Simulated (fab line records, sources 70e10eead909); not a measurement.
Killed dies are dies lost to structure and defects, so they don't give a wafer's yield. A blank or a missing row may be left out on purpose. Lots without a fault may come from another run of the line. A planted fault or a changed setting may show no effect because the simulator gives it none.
fab line records | flow nand_harc
record lots=13 wafers=39 last_day=33
route steps=1302 shown P_M0@277 P_M1@303 END@1302
lots that met no fault: from a run of the same line without faults
start_h: hours from the record's first day to the start of the lot's first wafer shown | wait_h: hours since the lot's step before | " the same as in the row above | L1.1+2: a row that stands for several wafers | - no value, or no start given | * or withheld: withheld | < > ~ a bound
route shown NAME@n: a module of which the file shows steps, and the number in the route of the first | usual: mean/standard deviation of fault-free wafers | same: alike in all rows | chamber/n: place in a boat | sites: the reading at each site | _std_site: their standard deviation | _edge_site: outer sites' mean less inner sites' | radius_mm: how far each site lies from the wafer's centre | mask NAME#n: copy n | behind: the tool/chamber that last shaped the wafer | hold: why the lot was held/for how many hours/how that ended | device: the transistor (n, p or np) that didn't switch | end of line: the same wafers' tests at the end of the route | a step without rows: its recipe alone | killed: dies lost to structure and defects at the first sort, not the wafer's yield | map: a wafer's dies, x killed, . not, _ none there
set.NAME: the setting as run; set.NAME@STEP: as run at that earlier step | model.NAME: the simulator's own value behind a step, which no gauge read
steps of the route over a sample of lots; a table a step, a row a wafer
services: from which hour (start_h, from the record's first day; less than 0 if before it) a tool's chamber was out of use, for how many hours, and why
## steps
# step NHARC_P_M0_ANNEAL_30
# recipe temp_c=225 time_s=90
# usual wafer_temp_C_max=225.94/0.28
# columns lot.wafer tool chamber start_h wait_h wafer_temp_C_max
L463.2 rtp_anneal-01 0 130.99 - 225.82
L463.3 " 0 " " 225.89
L463.6 " 0 " " 226.16
L466.3 rtp_anneal-01 0 157.76 - 225.85
L466.4 " 0 " " 225.93
L466.6 " 0 " " 225.96
L467.1 rtp_anneal-02 0 171.26 0.3 225.79
L467.3 " 0 " " 225.68
L467.4 " 0 " " 226.47
L468.1 rtp_anneal-01 0 185.96 - 226.22
L468.3 " 0 " " 226.23
L468.5 " 0 " " 225.86
L472.1 rtp_anneal-01 0 234.60 0.3 225.46
L472.5 " 0 " " 225.87
L472.6 " 0 " " 225.61
L476.2 rtp_anneal-02 0 267.21 - 225.80
L476.3 " 0 " " 225.67
L476.5 " 0 " " 225.73
L477.3 rtp_anneal-02 0 276.90 0.4 225.95
L477.5 " 0 " " 225.90
L477.6 " 0 " " 225.68
L478.2 rtp_anneal-01 0 288.96 0.4 226.02
L478.5 " 0 " " 225.94
L478.6 " 0 " " 225.97
L481.1 rtp_anneal-01 0 310.59 - 226.75
L481.2 " 0 " " 226.15
L481.5 " 0 " " 226.15
L482.1 rtp_anneal-01 0 326.56 - 226.58
L482.3 " 0 " " 226.25
L482.5 " 0 " " 226.10
L483.4 rtp_anneal-01 0 330.19 0.3 226.02
L483.5 " 0 " " 226.25
L483.6 " 0 " " 226.34
L484.1 rtp_anneal-01 0 342.82 0.3 226.33
L484.2 " 0 " " 226.53
L484.4 " 0 " " 226.32
L485.1 rtp_anneal-02 0 352.79 - 226.21
L485.3 " 0 " " 225.72
L485.5 " 0 " " 225.78
# step NHARC_P_M1_ETCH_28
# recipe target_depth_a=300 over_etch_frac=0.3 time_s=72.99 ion_energy_ev=150 cf4_flow_sccm=50 n2_flow_sccm=100 ar_flow_sccm=150 rf_w=300 bias_w=100 chemistry=CF4/N2
# usual drypump_motor_current_A=5.6/0.3 oes_product_au=1.000/0.0078 rf_vpp_V=314.7/2.4 showerhead_plenum_p_Torr=2.66/0.14 throttle_valve_pct=19.793/0.0083
# columns lot.wafer tool chamber start_h wait_h drypump_motor_current_A oes_product_au rf_hours_counter_h rf_vpp_V showerhead_plenum_p_Torr throttle_valve_pct
L463.3 rie_diel-02 3 - - 5.9 0.986 22 312.4 2.49 19.796
L463.2 " 1 " " 5.4 0.993 26 317.1 2.83 19.788
L463.6 " 3 " " 5.9 0.978 - 312.0 2.49 19.789
L466.4 rie_diel-06 2 - - 5.6 1.010 2 317.3 2.82 19.787
L466.3 " 3 " " 5.8 1.011 2 311.3 2.50 19.799
L466.6 " 3 " " 5.8 1.008 - 312.9 2.50 19.798
L467.4 rie_diel-02 3 - - 5.9 0.983 33 313.1 2.49 19.797
L467.1 " 1 " " 5.5 0.989 35 315.2 2.82 19.787
L467.3 " 2 " " 6.6 0.991 34 316.7 2.73 19.789
L468.3 rie_diel-06 1 - - 5.3 1.004 3 310.7 2.49 19.801
L468.1 " 2 " " 5.7 0.993 3 317.9 2.82 19.789
L468.5 " 3 " " 5.8 1.000 - 311.6 2.50 19.806
L472.1 rie_diel-06 3 - - 5.8 0.992 6 311.8 2.49 19.785
L472.5 " 0 " " 5.5 1.008 - 317.1 2.80 19.803
L472.6 " 1 " " 5.3 1.012 - 310.9 2.49 19.785
L476.2 rie_diel-02 0 - - 5.9 1.002 18 312.6 2.58 19.800
L476.3 " 1 " " 5.4 0.985 15 318.4 2.81 19.800
L476.5 " 1 " " 5.5 0.991 - 317.8 2.81 19.803
L477.3 rie_diel-06 3 - - 5.8 0.996 8 311.9 2.49 19.788
L477.6 " 0 " " 5.4 1.012 - 316.0 2.80 19.797
L477.5 " 1 " " 5.3 0.999 - 312.2 2.49 19.783
L478.2 rie_diel-10 3 - - 5.4 1.023 5 311.6 2.54 19.782
L478.5 " 3 " " 5.3 1.017 - 311.4 2.54 19.790
L478.6 " 0 " " 5.7 1.016 - 316.2 2.74 19.794
L481.1 rie_diel-02 1 313.78 0.3 5.4 1.007 32 317.8 2.80 19.785
L481.2 " 3 " " 5.8 1.006 33 311.1 2.47 19.790
L481.5 " 3 " " 5.8 0.991 - 310.4 2.47 19.792
L482.3 rie_diel-10 3 - - 5.3 1.001 8 312.5 2.54 19.778
L482.1 " 2 " " 5.6 1.010 9 316.4 2.80 19.777
L482.5 " 0 " " 5.6 1.006 - 316.3 2.74 19.794
L483.5 rie_diel-06 0 - - 5.5 1.002 - 316.0 2.80 19.790
L483.4 " 1 " " 5.3 0.988 - 310.7 2.49 19.799
L483.6 " 2 " " 5.7 0.992 - 317.7 2.82 19.802
L484.4 rie_diel-02 2 - - 6.6 0.994 37 316.4 2.71 19.795
L484.2 " 0 " " 6.0 0.989 42 312.7 2.57 19.787
L484.1 " 1 " " 5.5 0.996 40 316.6 2.80 19.791
L485.1 rie_diel-10 3 - - 5.3 1.012 11 313.4 2.54 19.790
L485.3 " 0 " " 5.7 0.998 10 316.0 2.74 19.797
L485.5 " 3 " " 5.4 1.003 - 314.2 2.54 19.786
# step NHARC_P_M1_PVD_21
# recipe target_thk_a=300 chamber_pressure_pa=5 power_w=5000 substrate_temp_c=30 time_s=20.49 material=Cu
# usual cathode_dc_power_W=5000.1/0.86 chamber_pressure_pa=5.000/0.0091 throttle_valve_pct=30.2/0.73
# columns lot.wafer tool chamber start_h wait_h cathode_dc_power_W chamber_pressure_pa throttle_valve_pct
L463.2 pvd_sputter-01 - 134.62 - 4999.9 5.004 30.5
L463.3 " - " " 5000.7 5.011 30.6
L463.6 " - " " 4999.9 5.007 30.8
L466.3 pvd_sputter-01 - 161.30 - 5000.6 5.002 29.8
L466.4 " - " " 5001.4 4.990 29.9
L466.6 " - " " 4998.9 5.018 29.8
L467.3 pvd_sputter-03 - 174.91 - 4999.8 5.001 30.7
L467.4 " - " " 4999.9 5.002 28.7
L467.1 " - " " 5000.4 5.016 28.9
L468.3 pvd_sputter-02 - 189.47 - 5000.4 5.007 30.0
L468.1 " - " " 5000.0 4.998 30.4
L468.5 " - " " 4999.5 4.998 30.7
L472.1 pvd_sputter-02 - 238.27 - 4999.1 5.005 30.0
L472.6 " - " " 5000.6 5.012 30.9
L472.5 " - " " 4999.6 4.997 31.1
L476.2 pvd_sputter-02 - 270.95 - - - -
L476.3 " - " " - - -
L476.5 " - " " - - -
L477.3 pvd_sputter-01 - 280.82 - - - -
L477.6 " - " " - - -
L477.5 " - " " - - -
L478.2 pvd_sputter-03 - 292.45 - - - -
L478.6 " - " " - - -
L478.5 " - " " - - -
L481.1 pvd_sputter-01 - 314.45 - 5000.1 5.000 29.7
L481.2 " - " " 5001.1 5.005 29.3
L481.5 " - " " 4999.6 4.995 30.2
L482.3 pvd_sputter-02 - 330.24 - 5000.1 4.995 31.5
L482.1 " - " " 4998.7 5.010 30.3
L482.5 " - " " 4998.8 5.003 31.5
L483.4 pvd_sputter-02 - 333.82 - 5001.9 5.005 30.1
L483.5 " - " " 4999.4 4.996 31.4
L483.6 " - " " 4999.8 4.992 30.2
L484.1 pvd_sputter-02 - 346.45 - 5000.3 5.001 30.2
L484.4 " - " " 5000.2 4.998 30.1
L484.2 " - " " 4998.6 4.997 30.0
L485.3 pvd_sputter-02 - 356.45 - 4999.4 4.984 30.1
L485.1 " - " " 5002.2 5.007 31.3
L485.5 " - " " 5000.1 4.983 31.2
# step NHARC_P_M1_PRE_CLEAN_32
# recipe time_s=12 temp_c=370 rf_power_w=300 gas=NH3
# usual heater_power_w=619/89
# columns lot.wafer tool chamber start_h wait_h heater_power_w
L463.3 pecvd-04 1 136.01 0.1 689
L463.2 " 2 " " 746
L463.6 " 2 " " 752
L466.3 pecvd-04 2 162.68 0.1 656
L466.6 " 2 " " 670
L466.4 " 0 " " 505
L467.1 pecvd-04 0 176.31 0.1 541
L467.3 " 1 " " 689
L467.4 " 0 " " 558
L468.3 pecvd-04 2 190.84 0.1 736
L468.1 " 0 " " 513
L468.5 " 0 " " 540
L472.1 pecvd-01 1 239.65 0.1 679
L472.5 " 2 " " 547
L472.6 " 0 " " 556
L476.3 pecvd-03 2 272.33 0.1 521
L476.2 " 0 " " 612
L476.5 " 0 " " 619
L477.3 pecvd-03 2 282.99 0.1 536
L477.6 " 2 " " 532
L477.5 " 0 " " 569
L478.2 pecvd-03 2 293.90 0.1 449
L478.6 " 0 " " 565
L478.5 " 1 " " 601
L481.2 pecvd-04 1 315.84 0.1 760
L481.1 " 2 " " 660
L481.5 " 2 " " 642
L482.3 pecvd-01 0 331.64 0.1 620
L482.1 " 1 " " 749
L482.5 " 1 " " 760
L483.6 pecvd-01 1 335.22 0.1 741
L483.4 " 2 " " 547
L483.5 " 0 " " 618
L484.2 pecvd-03 0 348.16 0.1 618
L484.1 " 1 " " 666
L484.4 " 1 " " 680
L485.3 pecvd-04 0 357.86 0.1 613
L485.1 " 1 " " 710
L485.5 " 2 " " 706
# step NHARC_END_SORT_01
# recipe temp_c=25
# usual defect_limited_yield=90.6/2.7 killed_at_array=59/19 killed_at_other=0.6/0.85 killed_at_periphery=3.8/2.5 killed_dies=64/19 killed_open=3.3/1.8 killed_short=2.2/1.6
# same gross_dies=677
# columns lot.wafer tool chamber start_h wait_h hold defect_limited_yield[%] killed_at_array killed_at_other killed_at_periphery killed_dies killed_open killed_short
L463.2 prober-01 0 565.84 2.8 - 89.7 64 1 5 70 4 0
L463.3 prober-01 0 566.64 3.1 - 89.1 67 1 6 74 4 0
L463.6 prober-01 0 569.03 4.0 - 91.7 49 0 7 56 6 2
L468.1 prober-02 0 605.90 2.5 - 90.8 59 0 3 62 6 4
L468.3 prober-02 0 607.50 3.1 - 90.3 64 0 2 66 6 1
L468.5 prober-02 0 609.09 3.7 - 92.6 48 0 2 50 5 1
L466.3 prober-01 0 607.50 3.1 - 86.9 89 0 0 89 1 5
L466.4 prober-01 0 608.29 3.4 - 87.9 78 0 4 82 3 4
L466.6 prober-01 0 609.87 4.0 - 89.8 68 0 1 69 0 2
L467.1 prober-01 0 617.01 2.5 - 88.3 72 0 7 79 3 3
L467.3 prober-01 0 618.60 3.1 - 88.8 74 0 2 76 2 2
L467.4 prober-01 0 619.40 3.4 - 88.8 67 0 9 76 8 2
L472.1 prober-01 0 681.68 2.5 - 88.0 73 2 6 81 4 5
L472.5 prober-01 0 684.88 3.7 - 87.9 77 0 5 82 3 4
L472.6 prober-01 0 685.69 4.0 - 90.7 61 1 1 63 3 1
L477.3 prober-01 0 701.90 3.1 - 0 68 0 609 677 3 0
L477.5 prober-01 0 703.50 3.7 - 0 75 0 602 677 1 2
L477.6 prober-01 0 704.31 4.0 - 0 70 1 606 677 3 6
L476.2 prober-02 0 707.96 2.8 await_dispo/8.3h/scrap 0 41 0 636 677 3 2
L476.3 prober-02 0 708.76 3.1 await_dispo/8.3h/scrap 0 39 0 638 677 2 1
L476.5 prober-02 0 710.38 3.7 await_dispo/8.3h/scrap 0 32 0 645 677 1 2
L478.2 prober-02 0 736.98 2.8 await_dispo/2.5h/scrap 0 60 0 617 677 1 3
L478.5 prober-02 0 739.40 3.7 await_dispo/2.5h/scrap 0 58 0 619 677 7 3
L478.6 prober-02 0 740.21 4.0 await_dispo/2.5h/scrap 0 55 1 621 677 3 2
L481.1 prober-02 0 764.97 2.5 - 95.9 25 0 3 28 4 0
L481.2 prober-02 0 765.77 2.8 - 96.0 24 1 2 27 4 1
L481.5 prober-02 0 768.17 3.7 - 94.5 31 0 6 37 7 3
L484.1 prober-02 0 772.77 2.5 - 93.4 40 1 4 45 3 3
L484.2 prober-02 0 773.56 2.8 - 91.9 51 2 2 55 3 2
L484.4 prober-02 0 775.14 3.4 - 92.0 52 0 2 54 5 2
L483.4 prober-01 0 774.56 3.4 - 91.6 51 2 4 57 4 1
L483.5 prober-01 0 775.37 3.7 - 89.8 63 0 6 69 2 3
L483.6 prober-01 0 776.18 4.0 - 90.5 60 2 2 64 2 3
L485.1 prober-02 0 780.70 2.5 - 88.9 62 0 13 75 6 1
L485.3 prober-02 0 782.30 3.1 - 90.1 55 0 12 67 1 7
L485.5 prober-02 0 783.90 3.7 - 88.2 73 1 6 80 6 1
L482.1 prober-01 0 780.71 2.5 - 92.5 46 1 4 51 1 1
L482.3 prober-01 0 782.31 3.1 - 90.8 60 0 2 62 3 2
L482.5 prober-01 0 783.92 3.7 - 92.6 47 0 3 50 4 3
# killed by level:class
L463.2 A_CHANNEL_HOLE_D1:chamber_film_flake=25 A_CHANNEL_HOLE_D2:chamber_film_flake=21 A_CONTACT:chamber_film_flake=8 P_STI:chamber_film_flake=3 A_STAIRCASE:chamber_film_flake=3 A_SGD_CUT:chamber_film_flake=3 A_DECK1_JOINT:chamber_film_flake=2 P_STI:geometric_particle:open=1
L463.3 A_CHANNEL_HOLE_D2:chamber_film_flake=32 A_CHANNEL_HOLE_D1:chamber_film_flake=23 A_STAIRCASE:chamber_film_flake=3 P_GATE:geometric_particle:open=2 P_GATE:chamber_film_flake=2 A_WL_FILL:chamber_film_flake=2 A_CONTACT:chamber_film_flake=2 A_ONON_D2:geometric_particle:open=1
L463.6 A_CHANNEL_HOLE_D1:chamber_film_flake=14 A_CHANNEL_HOLE_D2:chamber_film_flake=14 A_CONTACT:chamber_film_flake=10 P_GATE:chamber_film_flake=3 A_CHANNEL_FILL_D2:chamber_film_flake=3 P_GATE:geometric_particle:open=1 P_CONTACT:geometric_particle:open=1 P_BONDPAD:geometric_particle:open=1
L468.1 A_CHANNEL_HOLE_D1:chamber_film_flake=35 A_CHANNEL_HOLE_D2:chamber_film_flake=10 A_CONTACT:chamber_film_flake=4 A_M0:geometric_particle:open=2 P_CONTACT:geometric_particle:open=1 A_ONON_D1:geometric_particle:open=1 A_CHANNEL_HOLE_D1:geometric_particle:short=1 A_CHANNEL_FILL_D2:geometric_particle:short=1
L466.3 A_CHANNEL_HOLE_D1:chamber_film_flake=34 A_SLIT:chamber_film_flake=24 A_CHANNEL_HOLE_D2:chamber_film_flake=15 A_STAIRCASE:chamber_film_flake=5 A_CONTACT:chamber_film_flake=4 A_ONON_D1:geometric_particle:short=1 A_CHANNEL_FILL_D1:geometric_particle:short=1 A_DECK1_JOINT:geometric_particle:short=1
L468.3 A_CHANNEL_HOLE_D1:chamber_film_flake=34 A_CHANNEL_HOLE_D2:chamber_film_flake=12 A_CONTACT:chamber_film_flake=4 A_M0:chamber_film_flake=4 A_SLIT:chamber_film_flake=2 A_ONON_D1:geometric_particle:short=1 A_CHANNEL_HOLE_D1:geometric_particle:open=1 A_DECK1_JOINT:geometric_particle:open=1
L466.4 A_SLIT:chamber_film_flake=28 A_CHANNEL_HOLE_D1:chamber_film_flake=20 A_CHANNEL_HOLE_D2:chamber_film_flake=9 A_CONTACT:chamber_film_flake=6 A_STAIRCASE:chamber_film_flake=5 A_WL_FILL:chamber_film_flake=3 A_DECK1_JOINT:geometric_particle:open=2 P_STI:chamber_film_flake=2
L468.5 A_CHANNEL_HOLE_D1:chamber_film_flake=26 A_CHANNEL_HOLE_D2:chamber_film_flake=12 A_M0:geometric_particle:open=2 A_SLIT:chamber_film_flake=2 A_CHANNEL_FILL_D1:geometric_particle:open=1 A_SGD_CUT:geometric_particle:open=1 A_WL_FILL:geometric_particle:short=1 A_WL_FILL:geometric_particle:open=1
L466.6 A_SLIT:chamber_film_flake=21 A_CHANNEL_HOLE_D1:chamber_film_flake=19 A_CHANNEL_HOLE_D2:chamber_film_flake=15 A_STAIRCASE:chamber_film_flake=6 A_CONTACT:chamber_film_flake=6 P_M0:geometric_particle:short=1 A_DECK1_JOINT:geometric_particle:short=1
L467.1 A_CHANNEL_HOLE_D2:chamber_film_flake=32 A_SLIT:chamber_film_flake=28 P_GATE:chamber_film_flake=6 A_CONTACT:chamber_film_flake=4 A_WL_FILL:geometric_particle:short=2 A_CHANNEL_HOLE_D1:chamber_film_flake=2 P_M0:geometric_particle:open=1 A_CHANNEL_HOLE_D2:geometric_particle:open=1
L467.3 A_CHANNEL_HOLE_D2:chamber_film_flake=36 A_SLIT:chamber_film_flake=23 A_CONTACT:chamber_film_flake=8 P_CONTACT:geometric_particle:open=1 A_SOURCE_PLATE:geometric_particle:open=1 A_CHANNEL_FILL_D1:geometric_particle:short=1 A_STAIRCASE:geometric_particle:short=1 P_GATE:chamber_film_flake=1
L467.4 A_SLIT:chamber_film_flake=28 A_CHANNEL_HOLE_D2:chamber_film_flake=21 A_CONTACT:chamber_film_flake=7 P_GATE:chamber_film_flake=4 A_CHANNEL_HOLE_D1:chamber_film_flake=3 P_M0:geometric_particle:open=2 A_CHANNEL_FILL_D2:geometric_particle:open=2 P_GATE:geometric_particle:open=1
L472.1 A_SLIT:chamber_film_flake=35 A_CHANNEL_HOLE_D1:chamber_film_flake=24 A_STAIRCASE:chamber_film_flake=7 P_GATE:chamber_film_flake=3 A_CHANNEL_FILL_D2:geometric_particle:short=2 P_STI:geometric_particle:open=1 P_CONTACT:geometric_particle:open=1 P_M0:geometric_particle:short=1
L472.5 A_CHANNEL_HOLE_D1:chamber_film_flake=31 A_SLIT:chamber_film_flake=30 A_STAIRCASE:chamber_film_flake=4 A_WL_FILL:chamber_film_flake=3 A_CHANNEL_HOLE_D1:geometric_particle:short=2 A_WL_FILL:geometric_particle:short=2 P_GATE:chamber_film_flake=2 P_BONDPAD:chamber_film_flake=2
L472.6 A_SLIT:chamber_film_flake=24 A_CHANNEL_HOLE_D1:chamber_film_flake=23 A_STAIRCASE:chamber_film_flake=5 A_DECK1_JOINT:chamber_film_flake=2 A_CHANNEL_HOLE_D1:geometric_particle:open=1 A_DECK1_JOINT:geometric_particle:open=1 A_WL_FILL:geometric_particle:short=1 A_WL_FILL:geometric_particle:open=1
L477.3 P_M1:area_pvd=607 A_SLIT:chamber_film_flake=29 A_CHANNEL_HOLE_D1:chamber_film_flake=26 A_CONTACT:chamber_film_flake=6 A_CHANNEL_FILL_D2:chamber_film_flake=3 A_BLC:geometric_particle:open=2 P_CONTACT:geometric_particle:open=1 P_GATE:chamber_film_flake=1
L477.5 P_M1:area_pvd=600 A_CHANNEL_HOLE_D1:chamber_film_flake=34 A_SLIT:chamber_film_flake=33 A_STAIRCASE:chamber_film_flake=2 A_CONTACT:chamber_film_flake=2 P_CONTACT:geometric_particle:short=1 A_CHANNEL_FILL_D1:geometric_particle:open=1 A_CONTACT:geometric_particle:short=1
L477.6 P_M1:area_pvd=601 A_SLIT:chamber_film_flake=33 A_CHANNEL_HOLE_D1:chamber_film_flake=21 A_STAIRCASE:chamber_film_flake=4 P_ZERO_WELL:chamber_film_flake=3 A_WL_FILL:chamber_film_flake=2 P_CONTACT:geometric_particle:short=1 P_M0:geometric_particle:open=1
L476.2 P_M1:area_pvd=634 A_CHANNEL_HOLE_D2:chamber_film_flake=13 A_CHANNEL_HOLE_D1:chamber_film_flake=10 A_CONTACT:chamber_film_flake=6 A_SLIT:chamber_film_flake=2 A_WL_FILL:chamber_film_flake=2 A_ONON_D1:geometric_particle:short=1 A_CHANNEL_FILL_D1:geometric_particle:open=1
L476.3 P_M1:area_pvd=635 A_CHANNEL_HOLE_D2:chamber_film_flake=18 A_CHANNEL_HOLE_D1:chamber_film_flake=9 A_CONTACT:chamber_film_flake=4 P_M0:chamber_film_flake=2 A_SLIT:chamber_film_flake=2 A_ONON_D1:geometric_particle:short=1 A_ONON_D1:geometric_particle:open=1
L476.5 P_M1:area_pvd=643 A_CHANNEL_HOLE_D2:chamber_film_flake=14 A_CHANNEL_HOLE_D1:chamber_film_flake=5 A_SLIT:chamber_film_flake=4 A_CHANNEL_FILL_D1:geometric_particle:short=1 A_ONON_D2:geometric_particle:short=1 A_CHANNEL_FILL_D2:geometric_particle:open=1 P_ZERO_WELL:chamber_film_flake=1
L478.2 P_M1:area_pvd=615 A_SLIT:chamber_film_flake=28 A_CHANNEL_HOLE_D1:chamber_film_flake=12 A_CONTACT:chamber_film_flake=6 A_ZERO_WELL:chamber_film_flake=4 A_STAIRCASE:chamber_film_flake=2 A_SGD_CUT:chamber_film_flake=2 A_CHANNEL_HOLE_D1:geometric_particle:short=1
L478.5 P_M1:area_pvd=614 A_SLIT:chamber_film_flake=25 A_CONTACT:chamber_film_flake=11 A_CHANNEL_HOLE_D1:chamber_film_flake=9 P_STI:chamber_film_flake=3 P_M0:geometric_particle:open=2 A_CHANNEL_HOLE_D1:geometric_particle:short=2 A_ZERO_WELL:chamber_film_flake=2
L478.6 P_M1:area_pvd=617 A_SLIT:chamber_film_flake=25 A_CHANNEL_HOLE_D1:chamber_film_flake=10 A_CONTACT:chamber_film_flake=5 P_STI:chamber_film_flake=3 A_STAIRCASE:chamber_film_flake=3 A_ZERO_WELL:chamber_film_flake=2 A_CHANNEL_FILL_D2:chamber_film_flake=2
L481.1 A_CHANNEL_HOLE_D1:chamber_film_flake=11 A_SLIT:chamber_film_flake=6 P_GATE:chamber_film_flake=2 P_GATE:geometric_particle:open=1 A_CHANNEL_FILL_D1:geometric_particle:open=1 A_CHANNEL_FILL_D2:geometric_particle:open=1 A_M0:geometric_particle:open=1 A_ZERO_WELL:chamber_film_flake=1
L481.2 A_CHANNEL_HOLE_D1:chamber_film_flake=13 A_SLIT:chamber_film_flake=3 A_STAIRCASE:chamber_film_flake=2 A_DECK1_JOINT:geometric_particle:open=1 A_CHANNEL_FILL_D2:geometric_particle:short=1 A_WL_FILL:geometric_particle:open=1 A_BLC:geometric_particle:open=1 A_M1:geometric_particle:open=1
L481.5 A_CHANNEL_HOLE_D1:chamber_film_flake=9 A_DECK1_JOINT:chamber_film_flake=5 A_SLIT:chamber_film_flake=5 P_CONTACT:chamber_film_flake=2 A_CHANNEL_FILL_D2:chamber_film_flake=2 A_M1:chamber_film_flake=2 P_GATE:geometric_particle:open=1 P_CONTACT:geometric_particle:open=1
L484.1 A_SLIT:chamber_film_flake=22 A_CHANNEL_HOLE_D1:chamber_film_flake=10 P_STI:chamber_film_flake=2 P_CONTACT:geometric_particle:open=1 A_ONON_D1:geometric_particle:short=1 A_CHANNEL_HOLE_D1:geometric_particle:open=1 A_CHANNEL_FILL_D2:geometric_particle:short=1 A_WL_FILL:geometric_particle:short=1
L484.2 A_SLIT:chamber_film_flake=21 A_CHANNEL_HOLE_D1:chamber_film_flake=17 A_STAIRCASE:chamber_film_flake=3 A_DECK1_JOINT:chamber_film_flake=2 A_CHANNEL_HOLE_D2:chamber_film_flake=2 THIN_TSV:chamber_film_flake=2 A_CHANNEL_FILL_D1:geometric_particle:short=1 A_CHANNEL_FILL_D2:geometric_particle:open=1
L483.4 A_CHANNEL_HOLE_D2:chamber_film_flake=18 A_CHANNEL_HOLE_D1:chamber_film_flake=12 A_CONTACT:chamber_film_flake=8 A_SLIT:chamber_film_flake=5 P_STI:chamber_film_flake=4 A_WL_FILL:chamber_film_flake=2 A_ONON_D1:geometric_particle:open=1 A_ONON_D2:geometric_particle:open=1
L484.4 A_SLIT:chamber_film_flake=26 A_CHANNEL_HOLE_D1:chamber_film_flake=11 A_CHANNEL_FILL_D2:geometric_particle:open=2 A_CHANNEL_HOLE_D2:chamber_film_flake=2 P_GATE:chamber_film_flake=2 A_DECK1_JOINT:chamber_film_flake=2 A_CHANNEL_FILL_D2:chamber_film_flake=2 A_STAIRCASE:chamber_film_flake=2
L483.5 A_CHANNEL_HOLE_D2:chamber_film_flake=18 A_CHANNEL_HOLE_D1:chamber_film_flake=15 A_CONTACT:chamber_film_flake=9 A_SLIT:chamber_film_flake=8 A_STAIRCASE:chamber_film_flake=5 P_STI:chamber_film_flake=4 A_DECK1_JOINT:chamber_film_flake=4 P_GATE:geometric_particle:short=1
L483.6 A_CHANNEL_HOLE_D2:chamber_film_flake=20 A_CONTACT:chamber_film_flake=10 A_CHANNEL_HOLE_D1:chamber_film_flake=10 A_STAIRCASE:chamber_film_flake=9 A_SLIT:chamber_film_flake=5 A_DECK1_JOINT:chamber_film_flake=2 P_M0:geometric_particle:short=1 A_ONON_D2:geometric_particle:short=1
L485.1 A_SLIT:chamber_film_flake=27 A_CHANNEL_HOLE_D2:chamber_film_flake=15 A_CHANNEL_HOLE_D1:chamber_film_flake=11 P_BONDPAD:chamber_film_flake=6 P_GATE:chamber_film_flake=3 A_CONTACT:chamber_film_flake=3 P_CONTACT:geometric_particle:open=1 P_M0:geometric_particle:open=1
L482.1 A_SLIT:chamber_film_flake=27 A_CHANNEL_HOLE_D1:chamber_film_flake=7 A_CONTACT:chamber_film_flake=4 A_STAIRCASE:chamber_film_flake=3 P_ZERO_WELL:chamber_film_flake=2 P_BONDPAD:chamber_film_flake=2 A_DECK1_JOINT:chamber_film_flake=2 A_ONON_D1:geometric_particle:open=1
L485.3 A_CHANNEL_HOLE_D2:chamber_film_flake=18 A_SLIT:chamber_film_flake=12 A_CHANNEL_HOLE_D1:chamber_film_flake=11 P_BONDPAD:chamber_film_flake=7 A_STAIRCASE:chamber_film_flake=5 P_M0:geometric_particle:short=2 P_GATE:chamber_film_flake=2 A_CONTACT:chamber_film_flake=2
L482.3 A_SLIT:chamber_film_flake=31 A_CHANNEL_HOLE_D1:chamber_film_flake=13 A_STAIRCASE:chamber_film_flake=6 A_CONTACT:chamber_film_flake=5 A_CHANNEL_FILL_D2:chamber_film_flake=2 P_CONTACT:geometric_particle:open=1 P_M0:geometric_particle:open=1 A_ONON_D2:geometric_particle:short=1
L485.5 A_SLIT:chamber_film_flake=29 A_CHANNEL_HOLE_D2:chamber_film_flake=18 A_CHANNEL_HOLE_D1:chamber_film_flake=11 A_CONTACT:chamber_film_flake=4 A_STAIRCASE:chamber_film_flake=3 P_M0:geometric_particle:open=2 P_GATE:chamber_film_flake=2 P_BONDPAD:chamber_film_flake=2
L482.5 A_SLIT:chamber_film_flake=18 A_CHANNEL_HOLE_D1:chamber_film_flake=15 A_CONTACT:chamber_film_flake=4 A_DECK1_JOINT:chamber_film_flake=2 P_M0:geometric_particle:short=1 A_CHANNEL_FILL_D1:geometric_particle:open=1 A_CHANNEL_FILL_D2:geometric_particle:open=1 A_SGD_CUT:geometric_particle:short=1
## services
# columns tool chamber start_h hours kind
rie_diel-02 0 111.94 9.0 repair
rie_diel-02 1 122.53 5.6 repair
pvd_sputter-01 - 124.06 1.9 repair
rie_diel-06 - 130.20 9.0 pm
rie_diel-06 0 163.22 3.2 repair
pvd_sputter-02 - 167.47 2.3 repair
pecvd-03 - 185.00 13.0 pm
rie_diel-02 - 216.70 9.0 pm
rie_diel-06 - 219.03 0.6 repair
pecvd-04 - 245.04 1.2 repair
rie_diel-06 3 261.93 4.9 repair
pecvd-04 - 269.34 13.0 pm
rie_diel-02 2 272.19 1.5 repair
pvd_sputter-02 - 282.00 10.0 pm
rie_diel-06 2 293.45 2.4 repair
rie_diel-02 0 304.79 9.6 repair
rie_diel-02 2 306.82 7.8 repair
rie_diel-06 - 307.20 9.0 pm
rie_diel-06 - 328.40 0.7 repair
rie_diel-06 3 331.08 6.8 repair
rie_diel-02 3 337.15 5.8 repair
rie_diel-06 3 346.28 5.7 repair
rie_diel-06 0 352.51 3.5 repair
rie_diel-02 3 353.28 2.9 repair
## key
first_sign step=NHARC_P_M1_PVD_21 reading=tool_record direction=missing
effect step=NHARC_END_SORT_01 reading=killed_at_periphery direction=up sigmas=99+ usual=3.8 struck=621.4
more_kills_born_at NHARC_P_M1_PVD_21@pvd_sputter-02=1912 NHARC_P_M1_PVD_21@pvd_sputter-03=1846 NHARC_P_M1_PVD_21@pvd_sputter-01=1808
met_at NHARC_P_M1_PVD_21
struck_lots L476,L477,L478
later_rows_left_out L476.2,L476.3,L476.5,L477.3,L477.5,L477.6,L478.2,L478.5,L478.6
not_acting_at NHARC_P_M0_ANNEAL_30,NHARC_P_M1_ETCH_28,NHARC_P_M1_PRE_CLEAN_32
onset_between 238.27 270.95
fault kind=skipped_step_whole tool=pvd_sputter-01,pvd_sputter-02,pvd_sputter-03 chamber=- onset_h=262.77 steps=NHARC_P_M1_PVD_21 scope=struck_lots_only
# later_rows_left_out: the simulator's readings of these wafers behind a module that went badly wrong aren't trusted and aren't shown, but for the sort
